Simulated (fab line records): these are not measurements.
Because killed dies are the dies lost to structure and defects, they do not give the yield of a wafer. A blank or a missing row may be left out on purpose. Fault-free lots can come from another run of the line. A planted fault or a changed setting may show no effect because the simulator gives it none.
Split-lot experiment :: flow n5 finfet :: route with 1938 steps; 7 lots, 21 wafers read

SPLIT DETAILS
At N5_BEOL_M4_COAT_67 (time 60 s, resist thk 60 nm), the setting spin rpm was moved away from the recipe's 1500 rpm on 7 of the 21 wafers read, by -7.3% to +4.1%. This setting was run at the recipe's value on the other wafers.

FROM THE SPLIT TO THE READING: what the file shows between them, 7 steps
- N5_BEOL_M4_COAT_68: time 60 s, resist thk 12 nm
- N5_BEOL_M4_COAT_76: time 60 s, resist thk 5 nm
- N5_BEOL_M4_ALD_98: deposits SiO2, target thk 2.5 nm, pulse time 1 s, co reactant pulse time 1 s
- N5_BEOL_M4_ETCHBACK_99: etches SiO2 in CHF3, target depth 5 nm, time 10.4 s
- N5_BEOL_M4_ETCH_70: etches SOC in N2/H2, target depth 80 nm, overetch 24 nm, time 130 s
- N5_BEOL_M4_STRIP_71: strips in N2/H2
- N5_BEOL_M4_STRIP_78: strips in N2/H2

THE READING
SOC_of_BEOL_M4_COAT_67.thk nm (the simulator's own value, which no gauge read), in nm, at N5_BEOL_M4_VIA_ETCH_34 (etches the open film in C4F6/O2, target depth 69.4 nm, time 65.9 s). No usual value for it is given in the file. Here, 14 wafers ran the recipe; their average is 51.6 nm with a standard deviation of 0.23 nm.

wafer: L083.1
tool, chamber at the split: litho track-05, 0
spin rpm as run, rpm: 1391
against the recipe: -7.3%
SOC_of_BEOL_M4_COAT_67.thk nm, nm: 54.2
against lot-mates on the recipe: no lot-mate on the recipe

wafer: L083.3
tool, chamber at the split: litho track-05, 0
spin rpm as run, rpm: 1391
against the recipe: -7.3%
SOC_of_BEOL_M4_COAT_67.thk nm, nm: 54.2
against lot-mates on the recipe: no lot-mate on the recipe

wafer: L083.5
tool, chamber at the split: litho track-05, 0
spin rpm as run, rpm: 1391
against the recipe: -7.3%
SOC_of_BEOL_M4_COAT_67.thk nm, nm: 54.2
against lot-mates on the recipe: no lot-mate on the recipe

wafer: L080.2
tool, chamber at the split: litho track-04, 0
spin rpm as run, rpm: 1500
against the recipe: recipe
SOC_of_BEOL_M4_COAT_67.thk nm, nm: 51.6
against lot-mates on the recipe: -

wafer: L080.4
tool, chamber at the split: litho track-04, 0
spin rpm as run, rpm: 1500
against the recipe: recipe
SOC_of_BEOL_M4_COAT_67.thk nm, nm: 51.4
against lot-mates on the recipe: -

wafer: L080.5
tool, chamber at the split: litho track-04, 0
spin rpm as run, rpm: 1500
against the recipe: recipe
SOC_of_BEOL_M4_COAT_67.thk nm, nm: 51.4
against lot-mates on the recipe: -

wafer: L079.1
tool, chamber at the split: litho track-05, 0
spin rpm as run, rpm: 1500
against the recipe: recipe
SOC_of_BEOL_M4_COAT_67.thk nm, nm: 51.4
against lot-mates on the recipe: -

wafer: L079.3
tool, chamber at the split: litho track-05, 0
spin rpm as run, rpm: 1500
against the recipe: recipe
SOC_of_BEOL_M4_COAT_67.thk nm, nm: 51.4
against lot-mates on the recipe: -

wafer: L079.4
tool, chamber at the split: litho track-05, 0
spin rpm as run, rpm: 1500
against the recipe: recipe
SOC_of_BEOL_M4_COAT_67.thk nm, nm: 51.4
against lot-mates on the recipe: -

wafer: L082.1
tool, chamber at the split: litho track-01, 0
spin rpm as run, rpm: 1500
against the recipe: recipe
SOC_of_BEOL_M4_COAT_67.thk nm, nm: 51.2
against lot-mates on the recipe: -

wafer: L082.5
tool, chamber at the split: litho track-01, 0
spin rpm as run, rpm: 1432
against the recipe: -4.5%
SOC_of_BEOL_M4_COAT_67.thk nm, nm: 52.6
against lot-mates on the recipe: +1.2

wafer: L082.6
tool, chamber at the split: litho track-01, 0
spin rpm as run, rpm: 1500
against the recipe: recipe
SOC_of_BEOL_M4_COAT_67.thk nm, nm: 51.6
against lot-mates on the recipe: -

wafer: L092.2
tool, chamber at the split: litho track-04, 0
spin rpm as run, rpm: 1395
against the recipe: -7.0%
SOC_of_BEOL_M4_COAT_67.thk nm, nm: 54
against lot-mates on the recipe: +2.4

wafer: L092.4
tool, chamber at the split: litho track-04, 0
spin rpm as run, rpm: 1395
against the recipe: -7.0%
SOC_of_BEOL_M4_COAT_67.thk nm, nm: 53.8
against lot-mates on the recipe: +2.2

wafer: L092.5
tool, chamber at the split: litho track-04, 0
spin rpm as run, rpm: 1500
against the recipe: recipe
SOC_of_BEOL_M4_COAT_67.thk nm, nm: 51.6
against lot-mates on the recipe: -

wafer: L094.3
tool, chamber at the split: litho track-01, 0
spin rpm as run, rpm: 1500
against the recipe: recipe
SOC_of_BEOL_M4_COAT_67.thk nm, nm: 51.8
against lot-mates on the recipe: -

wafer: L094.4
tool, chamber at the split: litho track-01, 0
spin rpm as run, rpm: 1500
against the recipe: recipe
SOC_of_BEOL_M4_COAT_67.thk nm, nm: 51.6
against lot-mates on the recipe: -

wafer: L094.6
tool, chamber at the split: litho track-01, 0
spin rpm as run, rpm: 1561
against the recipe: +4.1%
SOC_of_BEOL_M4_COAT_67.thk nm, nm: 50.8
against lot-mates on the recipe: -0.9

wafer: L096.1
tool, chamber at the split: litho track-04, 0
spin rpm as run, rpm: 1500
against the recipe: recipe
SOC_of_BEOL_M4_COAT_67.thk nm, nm: 52
against lot-mates on the recipe: -

wafer: L096.6
tool, chamber at the split: litho track-04, 0
spin rpm as run, rpm: 1500
against the recipe: recipe
SOC_of_BEOL_M4_COAT_67.thk nm, nm: 52
against lot-mates on the recipe: -

wafer: L096.4
tool, chamber at the split: litho track-04, 0
spin rpm as run, rpm: 1500
against the recipe: recipe
SOC_of_BEOL_M4_COAT_67.thk nm, nm: 51.8
against lot-mates on the recipe: -

FIT RESULTS
A straight line over all 21 wafers: SOC_of_BEOL_M4_COAT_67.thk nm changes by -0.326 nm for each +1% of spin rpm; r = -0.97; the points scatter about the line by 0.27 nm.
The same after taking each lot's own level away (the mean of its wafers on the recipe; 18 wafers): -0.303 nm for each +1%; r = -0.98; scatter 0.15 nm.
On that fit, the largest move of spin rpm shifts the reading by 2.2 nm.
The lots' own levels span 51.40 to 51.93 nm, that is 2.3 times the standard deviation above.
So the lot-to-lot level changes the slope little: the two slopes agree.
Check: with one of the wafers moved furthest among these (-7.0%) left out of the fit, the line predicts +2 nm for it against its lot-mates. It came out at +2.4 nm against them.

OTHER SPLITS ON THESE WAFERS
These wafers also went through other splits before the reading. Each is held against what the fit with the lots' levels taken away leaves over:
other split on the same wafers: N5_BEOL_M1_EXPOSE_08 dose mj
wafers away from the commonest value: 8
r with SOC_of_BEOL_M4_COAT_67.thk nm (lot level and that fit taken away): +0.20

other split on the same wafers: N5_BEOL_M1_ETCH_64 source w
wafers away from the commonest value: 9
r with SOC_of_BEOL_M4_COAT_67.thk nm (lot level and that fit taken away): +0.20

other split on the same wafers: N5_BEOL_M2_COAT_76 spin rpm
wafers away from the commonest value: 9
r with SOC_of_BEOL_M4_COAT_67.thk nm (lot level and that fit taken away): -0.14

other split on the same wafers: N5_BEOL_M2_ETCH_69 bias w
wafers away from the commonest value: 6
r with SOC_of_BEOL_M4_COAT_67.thk nm (lot level and that fit taken away): +0.30

other split on the same wafers: N5_BEOL_M3_EXPOSE_25 dose mj
wafers away from the commonest value: 10
r with SOC_of_BEOL_M4_COAT_67.thk nm (lot level and that fit taken away): +0.16

other split on the same wafers: N5_BEOL_M4_ETCH_64 bias w
wafers away from the commonest value: 3
r with SOC_of_BEOL_M4_COAT_67.thk nm (lot level and that fit taken away): +0.07

THE WHOLE CHAIN: every reading that the file lists as answering this split, in the file's order
step: N5_BEOL_M4_COAT_67
what it does: time 60 s, resist thk 60 nm
reading: SOC_of_BEOL_M4_COAT_67.thk nm (the simulator's own value, which no gauge read)
change (the file's fit): -0.303 nm for each +1% of the setting
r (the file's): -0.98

step: N5_BEOL_M4_ETCH_70
what it does: etches SOC in N2/H2, target depth 80 nm, overetch 24 nm, time 130 s
reading: etch.depth nm (the simulator's own value, which no gauge read)
change (the file's fit): -0.304 nm for each +1% of the setting
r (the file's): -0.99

step: N5_BEOL_M4_VIA_ETCH_34
what it does: etches the open film in C4F6/O2, target depth 69.4 nm, time 65.9 s
reading: SOC_of_BEOL_M4_COAT_67.thk nm (the simulator's own value, which no gauge read)
change (the file's fit): -0.293 nm for each +1% of the setting
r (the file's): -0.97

FILE'S OWN FIT
SOC_of_BEOL_M4_COAT_67.thk nm changes by -0.293 nm for each +1% of spin rpm, r = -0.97.
